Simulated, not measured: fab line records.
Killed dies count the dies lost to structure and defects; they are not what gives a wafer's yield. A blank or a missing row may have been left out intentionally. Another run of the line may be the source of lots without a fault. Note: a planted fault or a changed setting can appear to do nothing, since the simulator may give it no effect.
Matching of chambers ; flow n5Finfet ; N5_FIN_SAQP_SPACER1_ETCHBACK_25 on rieDiel-02 has 4 sister chambers
The step etches SiO2 in CHF3/O2, target depth 24.4 nm, time 12.2 s. 4 wafers are shown with their chamber, then 8 later ones without.

EACH WAFER AND ITS CHAMBER
wafer;chamber;throttleValvePct (%)
L081.3;3;18.53
L086.2;1;19.14
L086.3;0;18.68
L086.4;2;18.95

WAFERS MISSING THEIR CHAMBER
wafer;throttleValvePct (%)
L088.3;18.96
L088.5;18.68
L088.6;19.15
L091.3;19.15
L091.4;18.56
L091.5;19.18
L096.2;19.19
L096.4;19.00

WHICH CHAMBER EACH WENT THROUGH
wafer;from the rows above;in truth
L088.3;2;2
L088.5;0;0
L088.6;1;1
L091.3;1;1
L091.4;3;3
L091.5;1;1
L096.2;1;1
L096.4;2;2
Placed correctly: 8 of 8. Can't be placed from these rows: 0. Placed wrongly: 0.
How it was worked out, from the rows above alone: a wafer's distance from a chamber is the root of the sum, over the readings, of the square of ((its reading less the chamber's mean) divided by the reading's scatter). The wafer belongs to the nearest chamber; if the next one is less than 2 further off, it can't be placed. For every chamber, the mean is computed from those of its wafers that are shown. The scatter (one wafer shown for each chamber): square how far every hidden wafer sits from the nearest shown wafer, average those squares and take the square root.
